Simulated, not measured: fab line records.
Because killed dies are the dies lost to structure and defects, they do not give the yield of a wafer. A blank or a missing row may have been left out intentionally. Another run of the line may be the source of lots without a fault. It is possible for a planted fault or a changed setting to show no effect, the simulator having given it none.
fab line records	flow n5-finfet
record: lots: 10	wafers: 30	last-day: 17
route steps=1938 shown HKMG_FIN@388 BEOL_M4@1099 PASSIVATION@1936
lots that met no fault: taken from a fault-free run of the same line
start-h: hours from the record's opening day to when the first of the lot's shown wafers began	wait-h: how many hours have passed since the lot's step before this one	" the same as in the row above	L1.1+2: a row that stands for several wafers	- no value, or no start given	* or withheld: withheld	< > ~ a bound
route shown NAME@n: names a module that has steps shown in the file, with the first one's number in the route	usual: average and standard deviation across the fault-free wafers	same: alike in all rows	chamber/n: place in a boat	sites: readings site by site	_std_site: the standard deviation of these	_edge_site: outer sites' mean less inner sites'	radius-mm: for every site, how far away it sits from the centre of the wafer	mask NAME#n: copy n	behind: the most recent tool/chamber to have shaped the wafer	hold: what put the lot on hold/how long, in hours/how the hold closed	device: names the non-switching transistor (n, p or np)	end of line: tests run on the same wafers once the route is complete	a step without rows: its recipe alone	killed: dies lost to structure and defects at the first sort, not the wafer's yield	map: per-die view of a wafer (x killed, . not killed, _ where there is no die)
set.NAME: the setting that was run; set.NAME@STEP: the one run at that earlier step	model.NAME: the simulator's own value behind a step, which no gauge read
the route's steps for a sample of lots (tables are steps, rows are wafers)
services: a tool's chamber out of use, with start hour (start-h, from the record's first day; less than 0 if before it), hours out, and reason
== steps ==
step: N5_HKMG_FIN_ALD_74
recipe: material: La2O3	target-thk-a: 5	temp-c: 250	ald-precursor-family: La-Cp	ald-co-reactant: O3	pulse-time-s: 6	co-reactant-pulse-time-s: 1	purge-time-s: 3	co-reactant-purge-time-s: 3
usual: heater-power-w: 365/29	precursor-pulse-height-rel: 1.001/0.018
lot.wafer	tool	chamber	start-h	wait-h	heater-power-w	precursor-pulse-height-rel
L228.1	ald-hk-01	2	70.76	0.2	332	0.980
L228.2	"	0	"	"	357	1.005
L228.6	"	3	"	"	353	1.006
L229.2	ald-hk-02	3	75.95	0.2	390	0.975
L229.3	"	1	"	"	400	0.990
L229.5	"	2	"	"	338	0.980
L231.2	ald-hk-01	1	88.49	0.2	328	0.969
L231.3	"	2	"	"	331	0.999
L231.4	"	3	"	"	358	0.983
L236.2	ald-hk-01	1	119.38	0.2	329	1.017
L236.3	"	2	"	"	332	1.009
L236.5	"	2	"	"	332	1.047
L237.2	ald-hk-01	2	125.32	0.2	334	1.004
L237.3	"	0	"	"	367	0.983
L237.5	"	1	"	"	333	1.027
L239.1	ald-hk-01	1	137.46	0.2	333	1.002
L239.2	"	3	"	"	347	1.007
L239.5	"	2	"	"	339	0.994
L242.2	ald-hk-01	1	155.94	0.2	327	0.986
L242.3	"	2	"	"	345	1.007
L242.6	"	0	"	"	360	0.992
L243.1	ald-hk-02	3	161.45	0.2	382	0.992
L243.3	"	1	"	"	385	1.001
L243.5	"	0	"	"	382	0.963
L244.1	ald-hk-02	2	166.61	0.2	342	1.015
L244.2	"	0	"	"	374	0.988
L244.3	"	3	"	"	384	1.017
L248.3	ald-hk-01	3	191.99	0.1	358	1.005
L248.4	"	1	"	"	328	1.008
L248.6	"	1	"	"	327	1.006
step: N5_BEOL_M4_ANNEAL_95
recipe: temp-c: 400	time-s: 240	ambient: vacuum
usual: heater-power-w: 807/52
lot.wafer	tool	chamber	start-h	wait-h	heater-power-w
L228.1	pvd-sputter-01	-	179.26	0.0	906
L228.2	"	-	"	"	808
L228.6	"	-	"	"	793
L229.2	pvd-sputter-02	-	179.37	0.0	771
L229.3	"	-	"	"	837
L229.5	"	-	"	"	814
L231.2	pvd-sputter-01	-	187.40	0.0	831
L231.3	"	-	"	"	790
L231.4	"	-	"	"	798
L236.2	pvd-sputter-02	-	237.45	0.0	853
L236.3	"	-	"	"	796
L236.5	"	-	"	"	786
L237.2	pvd-sputter-03	-	245.36	0.0	769
L237.3	"	-	"	"	818
L237.5	"	-	"	"	754
L239.1	pvd-sputter-01	-	261.45	0.0	892
L239.2	"	-	"	"	817
L239.5	"	-	"	"	784
L242.2	pvd-sputter-02	-	269.20	0.0	711
L242.3	"	-	"	"	857
L242.6	"	-	"	"	824
L243.1	pvd-sputter-01	-	279.96	0.0	807
L243.3	"	-	"	"	788
L243.5	"	-	"	"	853
L244.1	pvd-sputter-03	-	289.90	0.0	803
L244.2	"	-	"	"	872
L244.3	"	-	"	"	747
L248.3	pvd-sputter-02	-	298.17	0.0	846
L248.4	"	-	"	"	841
L248.6	"	-	"	"	687
step: N5_BEOL_M4_CO_CAP_55
recipe: material: Co	target-thk-a: 20	temp-c: 200	precursor: CCTBA/H2	pressure-torr: 30	time-s: 102.1
usual: heater-power-w: 239/18
lot.wafer	tool	chamber	start-h	wait-h	heater-power-w
L228.1	cvd-co-02	0	180.28	0.0	230
L228.2	"	2	"	"	244
L228.6	"	0	"	"	232
L229.2	cvd-co-01	0	180.37	0.0	225
L229.3	"	1	"	"	262
L229.5	"	0	"	"	229
L231.2	cvd-co-01	2	188.41	0.0	250
L231.3	"	0	"	"	222
L231.4	"	2	"	"	258
L236.2	cvd-co-01	2	238.99	0.0	257
L236.3	"	1	"	"	270
L236.5	"	2	"	"	255
L237.2	cvd-co-02	1	246.36	0.0	208
L237.3	"	0	"	"	239
L237.5	"	2	"	"	246
L239.1	cvd-co-02	2	262.45	0.0	246
L239.2	"	1	"	"	210
L239.5	"	0	"	"	235
L242.2	cvd-co-01	1	270.20	0.0	259
L242.3	"	2	"	"	249
L242.6	"	0	"	"	225
L243.1	cvd-co-02	2	280.98	0.0	244
L243.3	"	0	"	"	234
L243.5	"	2	"	"	240
L244.1	cvd-co-02	2	291.03	0.0	243
L244.2	"	0	"	"	234
L244.3	"	1	"	"	202
L248.3	cvd-co-01	0	299.23	0.0	230
L248.4	"	1	"	"	264
L248.6	"	0	"	"	225
step: N5_BEOL_M4_RS_MEAS_58
recipe: thk-meas-gauge: four-point-probe	reads: Co_of_BEOL_M4_CO_CAP_55+Cu_of_BEOL_M4_ECD_50+Co_of_BEOL_M4_CVD_47+TaN_of_BEOL_M4_ALD_84
usual: M4_RS: 0.671/0.025
lot.wafer	tool	chamber	start-h	wait-h	M4_RS[ohm/sq]
L228.1	film-metro-01	-	180.46	0.0	0.649
L228.2	"	-	"	"	0.662
L228.6	"	-	"	"	0.670
L229.2	film-metro-01	-	180.55	0.1	0.687
L229.3	"	-	"	"	0.641
L229.5	"	-	"	"	0.667
L231.2	film-metro-01	-	188.62	0.1	0.659
L231.3	"	-	"	"	0.621
L231.4	"	-	"	"	0.635
L236.2	film-metro-01	-	239.17	0.1	0.711
L236.3	"	-	"	"	0.675
L236.5	"	-	"	"	0.704
L237.2	film-metro-01	-	246.54	0.1	0.692
L237.3	"	-	"	"	0.661
L237.5	"	-	"	"	0.668
L239.1	film-metro-02	-	262.65	0.1	0.672
L239.2	"	-	"	"	0.682
L239.5	"	-	"	"	0.676
L242.2	film-metro-02	-	270.39	0.1	0.704
L242.3	"	-	"	"	0.688
L242.6	"	-	"	"	0.693
L243.1	film-metro-01	-	281.16	0.0	0.651
L243.3	"	-	"	"	0.629
L243.5	"	-	"	"	0.618
L244.1	film-metro-02	-	291.22	0.0	0.684
L244.2	"	-	"	"	0.677
L244.3	"	-	"	"	0.655
L248.3	film-metro-01	-	299.41	0.1	0.643
L248.4	"	-	"	"	0.648
L248.6	"	-	"	"	0.670
step: N5_BEOL_M4_RC_MEAS_101
usual: DIBL_N: 36.0/1.4	DIBL_P: 36.1/1.4	IOFF_N: 0.153/0.02	IOFF_P: 0.211/0.026	IOFF_P_85C: 3.7/0.39	IOFF_P_LIN: 0.101/0.01	IOFF_P_LONG: 0.000107/8.3e-06	ION_N: 673/8.7	ION_P: 463/6.7	SS_N: 71.5/0.5	SS_P: 73.3/0.54	VT_N: 250.1/2.4	VT_N_LVT: 98.6/2.4	VT_P: -250.2/2.9	VT_P_LONG: -275.1/2.5
lot.wafer	tool	chamber	start-h	wait-h	DIBL_N[mV/V]	DIBL_P[mV/V]	IOFF_N[nA/um]	IOFF_P[nA/um]	IOFF_P_85C[nA/um]	IOFF_P_LIN[nA/um]	IOFF_P_LONG[nA/um]	ION_N[uA/um]	ION_P[uA/um]	SS_N[mV/dec]	SS_P[mV/dec]	VT_N[mV]	VT_N_LVT[mV]	VT_P[mV]	VT_P_LONG[mV]
L228.1	prober-02	0	180.51	0.0	35.0	36.0	0.147	0.215	3.7	0.102	0.000112	681	478	70.4	72.5	248.7	95.5	-247.8	-274.1
L228.2	"	0	"	"	34.5	34.9	0.134	0.201	3.4	0.098	0.000112	671	469	71.1	72.2	251.1	96.6	-247.9	-274.8
L228.6	"	0	"	"	35.7	36.5	0.149	0.231	3.9	0.107	0.000116	675	472	71.2	72.7	250.3	97.8	-247.5	-274.5
L229.2	prober-01	0	180.76	0.2	36.9	35.7	0.169	0.195	3.5	0.094	9.9e-05	674	459	72.0	73.6	250.0	99.7	-252.6	-276.9
L229.3	"	0	"	"	34.7	33.8	0.130	0.173	3.1	0.087	9.8e-05	668	460	71.6	72.5	255.9	104.1	-253.0	-276.6
L229.5	"	0	"	"	35.8	34.9	0.143	0.187	3.4	0.093	0.0001	673	456	71.6	73.9	253.5	101.7	-253.9	-278.5
L231.2	prober-01	0	188.82	0.2	38.0	35.9	0.154	0.196	3.4	0.093	9.7e-05	667	454	71.5	73.9	250.2	98.6	-250.9	-277.0
L231.3	"	0	"	"	37.3	34.0	0.138	0.168	3.1	0.083	9.4e-05	668	448	71.7	72.9	249.0	99.6	-253.1	-279.9
L231.4	"	0	"	"	37.5	34.4	0.139	0.178	3.2	0.085	9.8e-05	671	457	71.3	73.1	252.9	100.0	-254.4	-278.8
L236.2	prober-01	0	239.37	0.2	37.4	38.2	0.177	0.241	4.1	0.112	0.000112	680	465	72.0	73.2	249.7	97.5	-247.3	-273.5
L236.3	"	0	"	"	36.4	36.8	0.162	0.219	3.8	0.104	0.000113	678	466	71.5	72.6	248.2	97.6	-247.1	-275.3
L236.5	"	0	"	"	38.7	39.7	0.215	0.275	4.6	0.123	0.000113	690	469	72.2	73.7	247.5	94.5	-246.1	-274.9
L237.2	prober-01	0	246.75	0.2	34.6	35.7	0.140	0.202	3.5	0.099	0.00011	667	464	71.3	73.1	250.4	99.2	-249.8	-274.0
L237.3	"	0	"	"	34.2	35.0	0.127	0.192	3.4	0.096	0.000107	671	464	70.6	73.6	252.5	100.1	-248.7	-274.0
L237.5	"	0	"	"	35.7	36.7	0.151	0.220	3.8	0.106	0.000107	683	470	72.0	73.2	249.6	97.8	-248.1	-271.8
L239.1	prober-02	0	262.70	0.0	33.7	35.3	0.126	0.196	3.4	0.094	0.000108	657	457	71.5	73.2	254.5	103.8	-250.8	-276.5
L239.2	"	0	"	"	34.2	35.4	0.141	0.199	3.5	0.097	0.000108	685	462	71.2	73.5	253.0	102.0	-251.9	-273.4
L239.5	"	0	"	"	36.5	38.1	0.173	0.238	4.0	0.108	0.000107	681	470	72.2	73.6	249.7	99.3	-248.4	-275.0
L242.2	prober-02	0	271.95	1.5	38.1	38.3	0.197	4.389	44.6	1.929	0.001454	691	576	72.3	74.0	248.2	175.1	-166.7	-195.4
L242.3	"	0	"	"	35.8	35.9	0.165	3.621	38.1	1.697	0.001472	683	583	72.1	73.4	246.7	176.3	-171.5	-196.7
L242.6	"	0	"	"	36.0	36.6	0.167	3.738	39.1	1.710	0.001407	679	578	71.6	73.6	246.9	176.2	-170.7	-195.7
L243.1	prober-02	0	281.73	0.5	37.4	36.2	0.142	0.193	3.4	0.092	9.8e-05	664	460	71.4	73.1	251.9	99.6	-249.8	-277.4
L243.3	"	0	"	"	36.6	36.2	0.143	0.192	3.4	0.092	0.000102	672	464	71.6	73.2	251.8	99.1	-251.3	-275.6
L243.5	"	0	"	"	37.2	36.1	0.146	0.205	3.5	0.097	9.8e-05	671	463	71.2	72.9	252.6	98.7	-251.0	-275.4
L244.1	prober-01	0	291.27	0.0	37.0	36.9	0.184	0.281	4.8	0.132	0.000135	697	482	71.4	73.5	244.1	94.5	-239.9	-269.7
L244.2	"	0	"	"	36.8	36.3	0.175	0.255	4.4	0.123	0.000136	691	478	71.3	73.3	244.7	97.1	-242.6	-266.2
L244.3	"	0	"	"	36.0	35.9	0.165	0.241	4.2	0.117	0.000129	681	467	71.2	73.2	248.3	97.4	-243.3	-268.8
L248.3	prober-01	0	299.77	0.3	36.4	37.7	0.149	3.365	37.9	1.634	0.001371	674	575	71.7	73.7	251.9	177.8	-173.3	-195.4
L248.4	"	0	"	"	35.9	36.6	0.147	0.201	3.6	0.100	0.000108	670	463	72.0	72.8	250.3	100.4	-251.4	-276.1
L248.6	"	0	"	"	36.6	37.7	0.155	3.359	37.3	1.618	0.001371	676	575	71.9	73.6	248.7	176.3	-173.8	-196.3
step: N5_PASSIVATION_PROBE_49
usual: defect-limited-yield: 91.2/1.4	killed_at_M0_to_M3: 34/9.7	killed_at_M4_up: 14/5.2	killed-at-contacts: 13/6.7	killed-at-front-end: 39/11	killed-at-other: 3.6/2.6	killed-dies: 104/17	killed-on-rim: 13/3.8	killed-open: 69/12	killed-short: 34/8.2	sort_bin_4_leakage: 0/0	sort_bin_5_function: 5.3/0.89	sort_bin_6_memory: 3.2/0.69	sort-n-pass: 1076/17	sort-yield-pct: 91.2/1.4
same: gross-dies: 1180	killed-at-back-side: 0	sort_bin_8_speed[%]: 0
lot.wafer	tool	chamber	start-h	wait-h	defect-limited-yield[%]	killed_at_M0_to_M3	killed_at_M4_up	killed-at-contacts	killed-at-front-end	killed-at-other	killed-dies	killed-on-rim	killed-open	killed-short	sort_bin_4_leakage[%]	sort_bin_5_function[%]	sort_bin_6_memory[%]	sort-n-pass	sort-yield-pct[%]
L228.1	prober-02	-	282.97	0.0	91.4	29	14	13	44	2	102	14	70	32	0	4.9	3.3	1078	91.4
L228.2	prober-02	-	283.02	0.1	90.7	30	14	8	52	6	110	11	77	31	0	5.8	3.1	1070	90.7
L228.6	prober-02	-	283.22	0.3	92.9	28	8	3	43	2	84	6	56	28	0	4.3	2.4	1096	92.9
L229.2	prober-02	-	283.32	0.2	93.7	24	13	8	27	2	74	8	45	29	0	3.5	2.5	1106	93.7
L229.3	prober-02	-	283.37	0.3	91.3	28	25	14	34	2	103	15	76	27	0	6.2	2.5	1077	91.3
L229.5	prober-02	-	283.47	0.4	91.1	24	19	21	36	5	105	12	63	42	0	5.3	3.0	1075	91.1
L231.2	prober-02	-	293.24	0.1	91.3	40	9	10	40	4	103	8	83	19	0	5.8	2.8	1077	91.3
L231.3	prober-02	-	293.29	0.1	91.2	48	13	8	32	3	104	11	63	38	0	6.2	2.5	1076	91.2
L231.4	prober-02	-	293.34	0.2	92.0	37	16	8	28	5	94	6	62	31	0	4.7	3.1	1086	92.0
L236.2	prober-02	-	348.57	0.1	90.4	48	16	15	33	1	113	13	73	40	0	5.9	3.1	1067	90.4
L236.3	prober-02	-	348.62	0.1	90.8	37	22	17	27	6	109	9	71	38	0	6.2	3.0	1071	90.8
L236.5	prober-02	-	348.72	0.2	89.9	47	17	16	37	2	119	12	84	35	0	5.9	3.7	1061	89.9
L237.2	prober-01	-	353.68	0.1	92.2	30	11	6	41	4	92	10	52	38	0	4.7	3.0	1088	92.2
L237.3	prober-01	-	353.73	0.1	92.2	30	11	2	48	1	92	9	68	23	0	4.3	3.1	1088	92.2
L237.5	prober-01	-	353.83	0.2	91.9	36	7	5	43	5	96	14	57	38	0	4.5	3.4	1084	91.9
L239.1	prober-02	-	361.38	0.0	89.2	32	13	13	66	4	128	22	85	36	0	5.1	4.8	1052	89.2
L239.2	prober-02	-	361.43	0.1	90.3	35	17	6	50	6	114	17	69	44	0	6.3	3.1	1066	90.3
L239.5	prober-02	-	361.58	0.2	91.9	23	12	7	46	7	95	9	67	28	0	5.1	2.7	1085	91.9
L243.1	prober-01	-	392.99	0.0	88.5	36	9	27	58	6	136	13	84	46	0	7.0	4.1	1044	88.5
L243.3	prober-01	-	393.09	0.1	89.7	41	11	15	53	2	122	14	82	33	0	5.3	4.6	1058	89.7
L243.5	prober-01	-	393.19	0.2	90.4	29	13	14	53	4	113	11	69	39	0	5.7	3.7	1067	90.4
L242.2	prober-02	-	401.31	0.1	90.8	49	13	14	28	4	108	19	58	49	90.85	5.2	3.5	0	0
L242.3	prober-02	-	401.36	0.1	90.8	53	13	17	20	6	109	16	76	31	90.76	5.3	3.7	0	0
L242.6	prober-02	-	401.51	0.3	93.1	32	12	16	19	2	81	11	53	28	93.14	3.5	3.1	0	0
L244.1	prober-02	-	402.13	0.0	89.5	46	16	11	49	2	124	16	78	43	0	6.5	3.5	1056	89.5
L244.2	prober-02	-	402.18	0.1	91.6	19	12	13	54	1	99	16	73	26	0	4.8	3.3	1081	91.6
L244.3	prober-02	-	402.23	0.1	91.2	34	10	8	49	3	104	15	68	35	0	5.7	2.8	1076	91.2
L248.3	prober-02	-	414.19	0.1	89.2	43	9	14	60	1	127	22	90	33	89.24	6.9	3.1	0	0
L248.4	prober-02	-	414.24	0.2	91.1	40	12	18	34	1	105	14	75	28	0	5.4	3.2	1075	91.1
L248.6	prober-02	-	414.34	0.3	92.3	30	11	8	41	1	91	10	63	28	92.29	4.2	3.4	0	0
killed by level:class
L228.1 MOL_CONTACT_COAG:geometric-particle:open=11 FIN_SAQP:geometric-particle:open=10 BEOL_M4:geometric-particle:open=9 BEOL_M1:geometric-particle:open=8 FIN_SAQP:geometric-particle:short=7 STI_FIN_REVEAL:geometric-particle:open=5 GATE_CUT:geometric-particle:open=5 BEOL_M2:geometric-particle:open=5
L228.2 FIN_SAQP:geometric-particle:open=16 BEOL_M3:geometric-particle:open=13 STARTING-WAFER:geometric-particle:open=8 STI_FIN_REVEAL:geometric-particle:open=6 FIN_SAQP:geometric-particle:short=5 BEOL_M4:geometric-particle:open=5 BEOL_M3:geometric-particle:short=4 DUMMY_GATE:geometric-particle:open=4
L228.6 FIN_SAQP:geometric-particle:short=11 FIN_SAQP:geometric-particle:open=8 GATE_CUT:geometric-particle:open=7 BEOL_M1:geometric-particle:open=7 STI_FIN_REVEAL:geometric-particle:open=6 GATE_CUT:geometric-particle:short=6 BEOL_M3:geometric-particle:open=5 BEOL_M0_SAQP:geometric-particle:short=4
L229.2 MOL_CONTACT_COAG:geometric-particle:open=7 FIN_SAQP:geometric-particle:short=6 BEOL_M0_SAQP:geometric-particle:short=6 STI_FIN_REVEAL:geometric-particle:open=5 BEOL_M1:geometric-particle:open=5 BEOL_M4:geometric-particle:open=5 STARTING-WAFER:geometric-particle:short=4 FIN_SAQP:geometric-particle:open=3
L229.3 MOL_CONTACT_COAG:geometric-particle:open=12 FIN_SAQP:geometric-particle:open=9 BEOL_M0_SAQP:geometric-particle:open=9 DUMMY_GATE:geometric-particle:open=8 STI_FIN_REVEAL:geometric-particle:open=7 BEOL_M0_SAQP:geometric-particle:short=6 BEOL_M1:geometric-particle:open=5 BEOL_M4:geometric-particle:open=5
L229.5 MOL_CONTACT_COAG:geometric-particle:open=15 BEOL_M4:geometric-particle:open=11 FIN_SAQP:geometric-particle:short=9 BEOL_M0_SAQP:geometric-particle:short=7 GATE_CUT:geometric-particle:open=6 MOL_CONTACT_COAG:geometric-particle:short=6 FIN_SAQP:geometric-particle:open=5 STI_FIN_REVEAL:geometric-particle:open=4
L231.2 STI_FIN_REVEAL:geometric-particle:open=18 BEOL_M2:geometric-particle:open=18 FIN_SAQP:geometric-particle:open=8 MOL_CONTACT_COAG:geometric-particle:open=8 BEOL_M3:geometric-particle:open=6 BEOL_M4:geometric-particle:open=5 DUMMY_GATE:geometric-particle:open=4 BEOL_M0_SAQP:geometric-particle:open=4
L231.3 BEOL_M3:geometric-particle:open=16 BEOL_M1:geometric-particle:short=8 MOL_CONTACT_COAG:geometric-particle:open=7 FIN_SAQP:geometric-particle:open=6 GATE_CUT:geometric-particle:short=6 BEOL_M0_SAQP:geometric-particle:open=6 BEOL_M0_SAQP:geometric-particle:short=5 BEOL_M2:geometric-particle:open=5
L231.4 BEOL_M3:geometric-particle:open=12 STI_FIN_REVEAL:geometric-particle:open=10 MOL_CONTACT_COAG:geometric-particle:open=7 BEOL_M2:geometric-particle:open=7 BEOL_M4:geometric-particle:open=6 BEOL_M0_SAQP:geometric-particle:short=5 BEOL_M1:geometric-particle:short=4 FIN_SAQP:geometric-particle:short=3
L236.2 BEOL_M0_SAQP:geometric-particle:short=14 BEOL_M1:geometric-particle:open=14 MOL_CONTACT_COAG:geometric-particle:open=13 BEOL_M0_SAQP:geometric-particle:open=9 DUMMY_GATE:geometric-particle:open=7 FIN_SAQP:geometric-particle:short=6 BEOL_M4:geometric-particle:open=6 BEOL_M2:geometric-particle:open=5
L236.3 MOL_CONTACT_COAG:geometric-particle:open=12 BEOL_M1:geometric-particle:open=11 BEOL_M4:geometric-particle:open=9 DUMMY_GATE:geometric-particle:open=8 BEOL_M0_SAQP:geometric-particle:open=8 BEOL_M0_SAQP:geometric-particle:short=7 FIN_SAQP:geometric-particle:short=5 STI_FIN_REVEAL:geometric-particle:open=5
L236.5 BEOL_M1:geometric-particle:open=18 MOL_CONTACT_COAG:geometric-particle:open=12 STI_FIN_REVEAL:geometric-particle:open=8 BEOL_M4:geometric-particle:open=8 BEOL_M3:geometric-particle:open=7 FIN_SAQP:geometric-particle:short=6 DUMMY_GATE:geometric-particle:open=5 GATE_CUT:geometric-particle:short=5
L237.2 FIN_SAQP:geometric-particle:open=13 FIN_SAQP:geometric-particle:short=12 MOL_CONTACT_COAG:geometric-particle:open=6 BEOL_M1:geometric-particle:open=6 STI_FIN_REVEAL:geometric-particle:open=5 BEOL_M3:geometric-particle:open=5 BEOL_M2:geometric-particle:short=4 BEOL_M4:geometric-particle:short=4
L237.3 FIN_SAQP:geometric-particle:open=13 BEOL_M3:geometric-particle:open=13 FIN_SAQP:geometric-particle:short=10 STI_FIN_REVEAL:geometric-particle:open=10 BEOL_M1:geometric-particle:open=8 BEOL_M4:geometric-particle:open=6 BEOL_M5:geometric-particle:open=5 BEOL_M0_SAQP:geometric-particle:open=3
L237.5 FIN_SAQP:geometric-particle:short=16 BEOL_M1:geometric-particle:open=10 FIN_SAQP:geometric-particle:open=9 STI_FIN_REVEAL:geometric-particle:open=6 BEOL_M0_SAQP:geometric-particle:short=5 STARTING-WAFER:geometric-particle:open=4 BEOL_M0_SAQP:geometric-particle:open=4 BEOL_M3:geometric-particle:open=4
L239.1 FIN_SAQP:geometric-particle:open=17 STI_FIN_REVEAL:geometric-particle:open=17 MOL_CONTACT_COAG:geometric-particle:open=11 FIN_SAQP:geometric-particle:short=8 GATE_CUT:geometric-particle:short=7 BEOL_M0_SAQP:geometric-particle:short=7 BEOL_M2:geometric-particle:open=7 HKMG_FIN:area-etch=6
L239.2 FIN_SAQP:geometric-particle:short=15 BEOL_M0_SAQP:geometric-particle:open=9 BEOL_M2:geometric-particle:open=9 STI_FIN_REVEAL:geometric-particle:open=8 GATE_CUT:geometric-particle:short=6 BEOL_M1:geometric-particle:open=6 BEOL_M4:geometric-particle:open=5 FIN_SAQP:geometric-particle:open=4
L239.5 STI_FIN_REVEAL:geometric-particle:open=14 FIN_SAQP:geometric-particle:open=8 BEOL_M3:geometric-particle:open=6 MOL_CONTACT_COAG:geometric-particle:open=6 DUMMY_GATE:geometric-particle:open=5 FIN_SAQP:geometric-particle:short=4 ILD0:geometric-particle:short=4 BEOL_M0_SAQP:geometric-particle:short=4
L243.1 MOL_CONTACT_COAG:geometric-particle:open=24 FIN_SAQP:geometric-particle:short=23 FIN_SAQP:geometric-particle:open=16 BEOL_M1:geometric-particle:open=10 DUMMY_GATE:geometric-particle:open=7 BEOL_M2:geometric-particle:open=6 BEOL_M0_SAQP:geometric-particle:open=5 BEOL_M8:geometric-particle:open=4
L243.3 MOL_CONTACT_COAG:geometric-particle:open=12 FIN_SAQP:geometric-particle:open=10 FIN_SAQP:geometric-particle:short=10 BEOL_M1:geometric-particle:open=9 BEOL_M0_SAQP:geometric-particle:open=8 DUMMY_GATE:geometric-particle:open=6 GATE_CUT:geometric-particle:open=6 BEOL_M2:geometric-particle:open=6
L243.5 FIN_SAQP:geometric-particle:open=16 FIN_SAQP:geometric-particle:short=13 DUMMY_GATE:geometric-particle:open=10 MOL_CONTACT_COAG:geometric-particle:open=10 BEOL_M1:geometric-particle:open=8 BEOL_M0_SAQP:geometric-particle:short=7 BEOL_M4:geometric-particle:open=6 BEOL_M2:geometric-particle:open=5
L242.2 BEOL_M0_SAQP:geometric-particle:short=15 MOL_CONTACT_COAG:geometric-particle:open=13 BEOL_M3:geometric-particle:open=10 BEOL_M0_SAQP:geometric-particle:open=8 STARTING-WAFER:geometric-particle:short=7 FIN_SAQP:geometric-particle:short=6 BEOL_M0:geometric-particle:open=5 FIN_SAQP:geometric-particle:open=4
L242.3 MOL_CONTACT_COAG:geometric-particle:open=15 BEOL_M0_SAQP:geometric-particle:open=10 BEOL_M2:geometric-particle:open=9 BEOL_M0:geometric-particle:open=8 BEOL_M3:geometric-particle:open=7 BEOL_M0_SAQP:geometric-particle:short=6 BEOL_M1:geometric-particle:open=6 BEOL_M4:geometric-particle:open=6
L242.6 MOL_CONTACT_COAG:geometric-particle:open=14 BEOL_M0_SAQP:geometric-particle:open=7 BEOL_M0:geometric-particle:open=7 BEOL_M0_SAQP:geometric-particle:short=6 BEOL_M2:geometric-particle:open=6 FIN_SAQP:geometric-particle:short=3 BEOL_M1:geometric-particle:short=3 BEOL_M4:geometric-particle:short=3
L244.1 FIN_SAQP:geometric-particle:open=19 FIN_SAQP:geometric-particle:short=11 BEOL_M2:geometric-particle:open=11 MOL_CONTACT_COAG:geometric-particle:open=10 BEOL_M0_SAQP:geometric-particle:short=10 BEOL_M3:geometric-particle:open=8 BEOL_M4:geometric-particle:open=7 BEOL_M0_SAQP:geometric-particle:open=6
L244.2 FIN_SAQP:geometric-particle:open=20 MOL_CONTACT_COAG:geometric-particle:open=10 GATE_CUT:geometric-particle:short=6 STI_FIN_REVEAL:geometric-particle:open=6 DUMMY_GATE:geometric-particle:open=6 BEOL_M0_SAQP:geometric-particle:open=5 FIN_SAQP:geometric-particle:short=4 ILD0:geometric-particle:short=4
L244.3 FIN_SAQP:geometric-particle:open=15 FIN_SAQP:geometric-particle:short=9 BEOL_M3:geometric-particle:open=8 BEOL_M1:geometric-particle:open=8 BEOL_M2:geometric-particle:open=7 MOL_CONTACT_COAG:geometric-particle:short=5 GATE_CUT:geometric-particle:open=4 GATE_CUT:geometric-particle:short=4
L248.3 STI_FIN_REVEAL:geometric-particle:open=21 BEOL_M2:geometric-particle:open=16 MOL_CONTACT_COAG:geometric-particle:open=9 FIN_SAQP:geometric-particle:open=8 BEOL_M1:geometric-particle:open=8 BEOL_M1:geometric-particle:short=7 BEOL_M4:geometric-particle:open=6 FIN_SAQP:geometric-particle:short=5
L248.4 MOL_CONTACT_COAG:geometric-particle:open=15 BEOL_M2:geometric-particle:open=11 BEOL_M0_SAQP:geometric-particle:open=10 BEOL_M0_SAQP:geometric-particle:short=8 STI_FIN_REVEAL:geometric-particle:open=6 BEOL_M3:geometric-particle:open=6 DUMMY_GATE:geometric-particle:open=5 FIN_SAQP:geometric-particle:open=4
L248.6 STI_FIN_REVEAL:geometric-particle:open=19 MOL_CONTACT_COAG:geometric-particle:open=6 BEOL_M0_SAQP:geometric-particle:short=6 BEOL_M3:geometric-particle:open=6 GATE_CUT:geometric-particle:short=5 DUMMY_GATE:geometric-particle:open=4 BEOL_M0_SAQP:geometric-particle:open=4 BEOL_M2:geometric-particle:open=4
== services ==
tool	chamber	start-h	hours	kind
pvd-sputter-02	-	56.53	6.6	repair
pvd-sputter-02	-	68.08	2.5	repair
pvd-sputter-03	-	75.51	6.6	repair
cvd-co-01	-	76.51	6.9	pm
cvd-co-02	-	80.50	0.4	repair
pvd-sputter-01	-	98.03	4.9	repair
cvd-co-01	-	113.12	1.4	repair
cvd-co-02	1	114.67	-	clean
cvd-co-02	1	114.67	22.0	scheduled-down
cvd-co-02	1	114.67	22.0	vent-cycle
pvd-sputter-02	-	116.22	2.1	repair
cvd-co-01	-	118.28	6.0	pm
cvd-co-01	-	131.44	2.8	pm
ald-hk-02	-	188.08	2.8	pm
cvd-co-02	0	193.99	8.1	repair
cvd-co-02	-	195.52	6.9	pm
cvd-co-01	0	225.64	10.6	repair
cvd-co-01	-	235.07	0.2	repair
ald-hk-02	-	243.44	0.6	repair
cvd-co-01	-	278.34	1.1	repair
cvd-co-02	-	282.97	1.0	repair
ald-hk-01	-	298.36	2.8	pm
== key ==
first-sign: step: N5_BEOL_M4_RC_MEAS_101	reading: IOFF_P_LIN	direction: up	sigmas: 99+	usual: 0.101	struck: 1.718
effect: step: N5_BEOL_M4_RC_MEAS_101	reading: IOFF_P_LONG	direction: up	sigmas: 99+	usual: 0.000107	struck: 0.001415
effect: step: N5_BEOL_M4_RC_MEAS_101	reading: IOFF_P	direction: up	sigmas: 99+	usual: 0.211	struck: 3.694
effect: step: N5_BEOL_M4_RC_MEAS_101	reading: IOFF_P_85C	direction: up	sigmas: 91	usual: 3.7	struck: 39.4
effect: step: N5_BEOL_M4_RC_MEAS_101	reading: VT_N_LVT	direction: up	sigmas: 32	usual: 98.6	struck: 176.4
effect: step: N5_BEOL_M4_RC_MEAS_101	reading: VT_P_LONG	direction: up	sigmas: 31	usual: -275.1	struck: -195.9
effect: step: N5_BEOL_M4_RC_MEAS_101	reading: VT_P	direction: up	sigmas: 27	usual: -250.2	struck: -171.2
effect: step: N5_BEOL_M4_RC_MEAS_101	reading: ION_P	direction: up	sigmas: 17	usual: 463	struck: 577
effect: step: N5_PASSIVATION_PROBE_49	reading: sort_bin_4_leakage	direction: up	sigmas: 99+	usual: 0	struck: 91.25
met-at N5_HKMG_FIN_ALD_74
struck-lots L242,L248
struck-wafers L242.2,L242.3,L242.6,L248.3,L248.6
not-acting-at N5_BEOL_M4_ANNEAL_95,N5_BEOL_M4_CO_CAP_55,N5_BEOL_M4_RS_MEAS_58
onset-between 137.46 155.94
fault: kind: process-parameter-drift	tool: ald-hk-01	chamber: -	onset-h: 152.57	steps: N5_HKMG_FIN_ALD_74	channel: target-thk-a	offset: *	shape: step	end-h: 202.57	scope: struck-wafers-only	acts-in: *	stated: *
